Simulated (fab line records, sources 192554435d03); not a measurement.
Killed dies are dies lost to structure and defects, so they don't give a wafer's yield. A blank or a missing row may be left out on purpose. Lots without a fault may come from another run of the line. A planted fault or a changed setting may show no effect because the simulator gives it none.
Split-lot experiment | flow n5_finfet | 7 lots, 39 wafers read, on a route of 1938 steps

THE SPLIT
At N5_ZERO_LAYER_PECVD_02 (deposits SiO2 from SiH4/N2O, target thk 10 nm, time 6 s), the setting time_s was moved away from the recipe's 6 s on 18 of the 39 wafers read, by -53.7% to +57.9%. The other wafers ran this setting at the recipe's value.

The reading is taken at the split's own step.

THE READING
SiO2_of_ZERO_LAYER_PECVD_02.thk_nm (the simulator's own value, which no gauge read), in nm, at N5_ZERO_LAYER_PECVD_02 (deposits SiO2 from SiH4/N2O, target thk 10 nm, time 6 s). The file gives no usual value for it. The 21 wafers here that ran the recipe average 9.935 nm, standard deviation 0.21 nm.

wafer  | tool, chamber at the split | time_s as run, s | against the recipe | SiO2_of_ZERO_LAYER_PECVD_02.thk_nm, nm | against lot-mates on the recipe
L081.1 | pecvd-01, 0                | 3.549            | -40.8%             | 5.839                                  | -4.264
L081.2 | pecvd-01, 1                | 3.549            | -40.8%             | 5.772                                  | -4.331
L081.3 | pecvd-01, 0                | 3.549            | -40.8%             | 5.786                                  | -4.317
L081.4 | pecvd-01, 1                | 6                | recipe             | 10.18                                  | -
L081.5 | pecvd-01, 0                | 6                | recipe             | 9.958                                  | -
L081.6 | pecvd-01, 1                | 6                | recipe             | 10.17                                  | -
L086.1 | pecvd-04, 2                | 6                | recipe             | 10.12                                  | -
L086.2 | pecvd-04, 0                | 6                | recipe             | 9.81                                   | -
L086.3 | pecvd-04, 1                | 3.968            | -33.9%             | 6.795                                  | -3.315
L086.4 | pecvd-04, 0                | 3.968            | -33.9%             | 6.578                                  | -3.532
L086.5 | pecvd-04, 2                | 6                | recipe             | 10.4                                   | -
L086.6 | pecvd-04, 1                | 3.968            | -33.9%             | 6.851                                  | -3.259
L090.1 | pecvd-02, 0                | 9.471            | +57.9%             | 15.42                                  | +5.567
L090.2 | pecvd-02, 1                | 9.471            | +57.9%             | 15.46                                  | +5.607
L090.3 | pecvd-02, 2                | 6                | recipe             | 9.818                                  | -
L090.4 | pecvd-02, 2                | 9.471            | +57.9%             | 15.84                                  | +5.987
L090.5 | pecvd-02, 1                | 6                | recipe             | 9.777                                  | -
L090.6 | pecvd-02, 0                | 6                | recipe             | 9.965                                  | -
L092.1 | pecvd-04, 1                | 6                | recipe             | 9.9                                    | -
L092.3 | pecvd-04, 2                | 6                | recipe             | 10.27                                  | -
L092.4 | pecvd-04, 2                | 6                | recipe             | 10.13                                  | -
L095.1 | pecvd-02, 2                | 8.074            | +34.6%             | 13.26                                  | +3.540
L095.2 | pecvd-02, 1                | 6                | recipe             | 9.569                                  | -
L095.3 | pecvd-02, 0                | 6                | recipe             | 9.709                                  | -
L095.4 | pecvd-02, 1                | 8.074            | +34.6%             | 13.22                                  | +3.500
L095.5 | pecvd-02, 0                | 8.074            | +34.6%             | 13.4                                   | +3.680
L095.6 | pecvd-02, 2                | 6                | recipe             | 9.881                                  | -
L096.1 | pecvd-02, 1                | 6                | recipe             | 9.592                                  | -
L096.2 | pecvd-02, 0                | 2.778            | -53.7%             | 4.455                                  | -5.387
L096.3 | pecvd-02, 2                | 6                | recipe             | 10.08                                  | -
L096.4 | pecvd-02, 0                | 6                | recipe             | 9.855                                  | -
L096.5 | pecvd-02, 1                | 2.778            | -53.7%             | 4.509                                  | -5.333
L096.6 | pecvd-02, 2                | 2.778            | -53.7%             | 4.805                                  | -5.037
L097.1 | pecvd-02, 2                | 6                | recipe             | 9.794                                  | -
L097.2 | pecvd-02, 1                | 6.965            | +16.1%             | 11.27                                  | +1.451
L097.3 | pecvd-02, 0                | 6.965            | +16.1%             | 11.4                                   | +1.581
L097.4 | pecvd-02, 0                | 6                | recipe             | 9.895                                  | -
L097.5 | pecvd-02, 1                | 6                | recipe             | 9.769                                  | -
L097.6 | pecvd-02, 2                | 6.965            | +16.1%             | 11.72                                  | +1.901

THE FIT
A straight line over all 39 wafers: SiO2_of_ZERO_LAYER_PECVD_02.thk_nm changes by +0.0982 nm for each +1% of time_s; r = +1.00; the points scatter about the line by 0.2 nm.
The same after taking each lot's own level away (the mean of its wafers on the recipe; 39 wafers): +0.1 nm for each +1%; r = +1.00; scatter 0.17 nm.
On that fit, the largest move of time_s shifts the reading by 5.8 nm.
The lots' own levels span 9.7197 to 10.1100 nm, that is 1.8 times the standard deviation above.
So the lot-to-lot level changes the slope little: the two slopes agree.
Check: with one of the wafers moved furthest among these (+57.9%) left out of the fit, the line predicts +5.84 nm for it against its lot-mates. It came out at +5.57 nm against them.

THE FILE'S OWN FIT
SiO2_of_ZERO_LAYER_PECVD_02.thk_nm changes by +0.1 nm for each +1% of time_s, r = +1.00.
